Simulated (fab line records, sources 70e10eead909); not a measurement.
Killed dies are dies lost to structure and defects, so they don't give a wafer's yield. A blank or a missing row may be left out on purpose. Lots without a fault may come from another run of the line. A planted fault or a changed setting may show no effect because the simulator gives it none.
Which tool did it? | flow nand_harc | 13 lots, 39 wafers sampled, at 5 steps of a route of 1302

WHAT THE GAUGES READ, wafer by wafer
NHARC_END_SORT_01. Usual: killed_at_array 64, standard deviation 16; killed_at_other 1.0, standard deviation 1.1; killed_at_periphery 3.5, standard deviation 2.3; killed_dies 69, standard deviation 17; killed_open 3.2, standard deviation 1.6; killed_short 2.4, standard deviation 1.6.
lot  | measured     | on        | killed_at_array | killed_at_other | killed_at_periphery | killed_dies | killed_open | killed_short | flag
L879 | day 28 04:12 | prober-01 | 134 126 106     | 1 2 0           | 4 4 4               | 139 132 110 | 1 0 2       | 3 0 2        | OFF
L880 | day 28 16:06 | prober-02 | 131 134 105     | 2 1 1           | 4 6 2               | 137 141 108 | 5 6 1       | 1 2 0        | OFF
L883 | day 30 04:50 | prober-02 | 115 127 130     | 1 0 1           | 0 2 3               | 116 129 134 | 1 4 2       | 1 1 3        | OFF

WHICH TOOL RAN EACH LOT (tool, then ch and the chambers of the sampled wafers, then the start)
lot  | NHARC_A_SGD_CUT_ETCH_59            | NHARC_THIN_TSV_ETCH_15           | NHARC_THIN_TSV_PVD_19                   | NHARC_THIN_TSV_STRIP_56
L870 | rie_diel-06 ch 1,2, day 18 23:29   | rie_si-02 ch 1,2, day 23 15:10   | pvd_sputter-01, day 23 20:55 or earlier | plasma_asher-02 ch 0, day 23 20:55
L872 | rie_diel-08 ch 0,1,3, day 19 14:52 | rie_si-03 ch 1,2,3, day 24 10:59 | pvd_sputter-02, day 24 17:13 or earlier | plasma_asher-02 ch 0,1, day 24 17:13
L871 | rie_diel-02 ch 1,2,3, day 19 15:11 | rie_si-05 ch 0,1,2, day 24 09:43 | pvd_sputter-01, day 24 15:56 or earlier | plasma_asher-02 ch 0,1, day 24 15:56
L873 | rie_diel-06 ch 0,1,3, day 19 17:43 | rie_si-02 ch 2,3, day 24 08:26   | pvd_sputter-01, day 24 14:10 or earlier | plasma_asher-02 ch 0,1, day 24 14:10
L874 | rie_diel-02 ch 1,2, day 20 13:05   | rie_si-02 ch 0,2, day 24 23:26   | pvd_sputter-02, day 25 05:13 or earlier | plasma_asher-01 ch 0,1, day 25 05:13
L875 | rie_diel-08 ch 0,2,3, day 20 20:20 | rie_si-03 ch 2,3, day 25 08:16   | pvd_sputter-02, day 25 14:07 or earlier | plasma_asher-02 ch 0,1, day 25 14:07
L876 | rie_diel-08 ch 2,3, day 21 12:54   | rie_si-02 ch 1,2, day 26 07:02   | pvd_sputter-01, day 26 12:42 or earlier | plasma_asher-01 ch 0, day 26 12:42
L879 | rie_diel-08 ch 0,2,3, day 23 02:59 | rie_si-03 ch 1,2, day 27 13:05   | pvd_sputter-03, day 27 18:59 or earlier | plasma_asher-01 ch 0,1, day 27 18:59
L880 | rie_diel-08 ch 0,1,2, day 23 10:53 | rie_si-03 ch 0,1,3, day 28 01:55 | pvd_sputter-01, day 28 07:38 or earlier | plasma_asher-01 ch 0,1, day 28 07:38
L883 | rie_diel-08 ch 1,2,3, day 24 17:01 | rie_si-03 ch 1,2,3, day 29 13:01 | pvd_sputter-03, day 29 18:50 or earlier | plasma_asher-01 ch 0,1, day 29 18:50
L891 | rie_diel-02 ch 1,2, day 28 00:07   | rie_si-05 ch 0,3, day 32 14:02   | pvd_sputter-03, day 32 19:53 or earlier | plasma_asher-02 ch 0,1, day 32 19:53
L893 | rie_diel-08 ch 0,1,3, day 29 00:47 | rie_si-02 ch 0,3, day 33 12:07   | pvd_sputter-01, day 33 17:48 or earlier | plasma_asher-01 ch 0,1, day 33 17:48
L892 | rie_diel-06 ch 1,2,3, day 29 07:05 | rie_si-02 ch 0,1,2, day 34 04:25 | pvd_sputter-02, day 34 10:08 or earlier | plasma_asher-01 ch 1, day 34 10:08
- NHARC_A_SGD_CUT_ETCH_59: etches the open film in N2/H2, target depth 260 nm, time 406.25 s.
- NHARC_THIN_TSV_ETCH_15: target depth 3000 nm, bosch target overetch cycles 2, bosch etch step 2.8 s.
- NHARC_THIN_TSV_PVD_19: deposits TaN, target thk 20 nm.
- NHARC_THIN_TSV_STRIP_56: strips in O2.

WHAT THE TOOLS THEMSELVES READ (means of the sampled wafers that have a number; where no wafer has one, the mark that the record gives instead)
NHARC_A_SGD_CUT_ETCH_59. Usual: drypump_motor_current_A 5.6 A, standard deviation 0.54; n2_flow_sccm 150.0 sccm, standard deviation 0.4; oes_product_au 0.999 a.u., standard deviation 0.011; rf_vpp_V 429.7 V, standard deviation 2.4; showerhead_plenum_p_Torr 2.01 Torr, standard deviation 0.084; throttle_valve_pct 14.172 %, standard deviation 0.009.
lot  | tool        | drypump_motor_current_A (A) | n2_flow_sccm (sccm) | oes_product_au (a.u.) | rf_vpp_V (V) | showerhead_plenum_p_Torr (Torr) | throttle_valve_pct (%) | flag
L870 | rie_diel-06 | 5.1                         | 150.1               | 0.998                 | 429.9        | 1.99                            | 14.172                 |
L872 | rie_diel-08 | 5.7                         | 150.0               | 1.014                 | 430.7        | 2.07                            | 14.171                 |
L871 | rie_diel-02 | 5.7                         | 149.8               | 0.990                 | 429.7        | 2.03                            | 14.166                 |
L873 | rie_diel-06 | 5.8                         | 149.9               | 0.998                 | 429.5        | 2.01                            | 14.169                 |
L874 | rie_diel-02 | 5.4                         | 149.9               | 0.987                 | 428.0        | 1.98                            | 14.165                 |
L875 | rie_diel-08 | 5.8                         | 150.1               | 1.007                 | 431.5        | 2.05                            | 14.162                 |
L876 | rie_diel-08 | 5.3                         | 149.7               | 0.994                 | 429.7        | 2.03                            | 14.172                 |
L879 | rie_diel-08 | 5.7                         | 149.9               | 1.000                 | 430.7        | 2.05                            | 14.168                 |
L880 | rie_diel-08 | 5.4                         | 149.8               | 1.018                 | 429.3        | 2.00                            | 14.176                 |
L883 | rie_diel-08 | 5.3                         | 150.1               | 0.987                 | 431.3        | 2.05                            | 14.171                 |
L891 | rie_diel-02 | 5.4                         | 149.8               | 0.990                 | 428.9        | 1.97                            | 14.174                 |
L893 | rie_diel-08 | 5.7                         | 150.2               | 0.990                 | 431.1        | 2.07                            | 14.174                 |
L892 | rie_diel-06 | 5.3                         | 149.8               | 0.996                 | 430.2        | 2.03                            | 14.173                 |

NHARC_THIN_TSV_ETCH_15. Usual: drypump_motor_current_A 5.7 A, standard deviation 0.45; he_backside_leak_sccm 2.57 sccm, standard deviation 0.22.
lot  | tool      | drypump_motor_current_A (A) | he_backside_leak_sccm (sccm) | flag
L870 | rie_si-02 | 5.5                         | 2.36                         |
L872 | rie_si-03 | 6.1                         | 2.47                         |
L871 | rie_si-05 | 6.1                         | 2.57                         |
L873 | rie_si-02 | 5.6                         | 2.38                         |
L874 | rie_si-02 | 5.7                         | 2.46                         |
L875 | rie_si-03 | 5.8                         | 2.45                         |
L876 | rie_si-02 | 5.2                         | 2.61                         |
L879 | rie_si-03 | 6.3                         | 2.88                         |
L880 | rie_si-03 | 5.9                         | 2.48                         |
L883 | rie_si-03 | 6.1                         | 2.42                         |
L891 | rie_si-05 | 5.7                         | 2.82                         |
L893 | rie_si-02 | 5.6                         | 2.65                         |
L892 | rie_si-02 | 5.5                         | 2.50                         |

NHARC_THIN_TSV_PVD_19. Usual: throttle_valve_pct 29.8 %, standard deviation 0.97.
lot  | tool           | throttle_valve_pct (%) | flag
L870 | pvd_sputter-01 | 30.0                   |
L872 | pvd_sputter-02 | 30.4                   |
L871 | pvd_sputter-01 | 30.3                   |
L873 | pvd_sputter-01 | 30.1                   |
L874 | pvd_sputter-02 | 29.1                   |
L875 | pvd_sputter-02 | 30.2                   |
L876 | pvd_sputter-01 | 29.8                   |
L879 | pvd_sputter-03 | 30.0                   |
L880 | pvd_sputter-01 | 30.0                   |
L883 | pvd_sputter-03 | 29.6                   |
L891 | pvd_sputter-03 | 29.3                   |
L893 | pvd_sputter-01 | 30.2                   |
L892 | pvd_sputter-02 | 29.8                   |

NHARC_THIN_TSV_STRIP_56. Usual: drypump_motor_current_A 5.57 A, standard deviation 0.21; heater_power_w 331 W, standard deviation 17.
lot  | tool            | drypump_motor_current_A (A) | heater_power_w (W) | flag
L870 | plasma_asher-02 | 5.41                        | 344                |
L872 | plasma_asher-02 | 5.58                        | 338                |
L871 | plasma_asher-02 | 5.60                        | 341                |
L873 | plasma_asher-02 | 5.60                        | 339                |
L874 | plasma_asher-01 | 5.49                        | 327                |
L875 | plasma_asher-02 | 5.77                        | 322                |
L876 | plasma_asher-01 | 5.46                        | 330                |
L879 | plasma_asher-01 | 5.49                        | 331                |
L880 | plasma_asher-01 | 5.48                        | 330                |
L883 | plasma_asher-01 | 5.47                        | 331                |
L891 | plasma_asher-02 | 5.60                        | 334                |
L893 | plasma_asher-01 | 5.46                        | 343                |
L892 | plasma_asher-01 | 5.50                        | 340                |

THE ANSWER, worked out from the rows above alone
Rule: a lot is off if the mean of its wafers that have a number lies more than 3 standard deviations from the usual mean. A lot without any number at a reading at which 4 lots or more have one is off too. The other lots that the step has rows for count as sound. The gauges are gone through in route order, then the tools' own readings, and for those a lot's mean is taken as printed above. The first step at which some lot is off is used, and at that step the reading that is off furthest; a lot without a number counts as furthest.
Off: L879, L880, L883, at NHARC_END_SORT_01 (killed_at_array). Neither off nor sound, because the step has no rows for them: L870, L872, L871, L873, L874, L875, L876, L891, L893, L892.
A tool fits if, at a process step before that reading, it ran every lot that is off, and no sound lot after the first of them. The gauges at NHARC_END_SORT_01 are tried like those tools. NHARC_THIN_TSV_PVD_19 gives no start for some lots, so the hours and the order of its lots are those of NHARC_THIN_TSV_STRIP_56. Can't be told from this: 3 tools fit, rie_diel-08 at NHARC_A_SGD_CUT_ETCH_59, rie_si-03 at NHARC_THIN_TSV_ETCH_15, plasma_asher-01 at NHARC_THIN_TSV_STRIP_56.

WHAT THE SIMULATOR HAD PUT IN
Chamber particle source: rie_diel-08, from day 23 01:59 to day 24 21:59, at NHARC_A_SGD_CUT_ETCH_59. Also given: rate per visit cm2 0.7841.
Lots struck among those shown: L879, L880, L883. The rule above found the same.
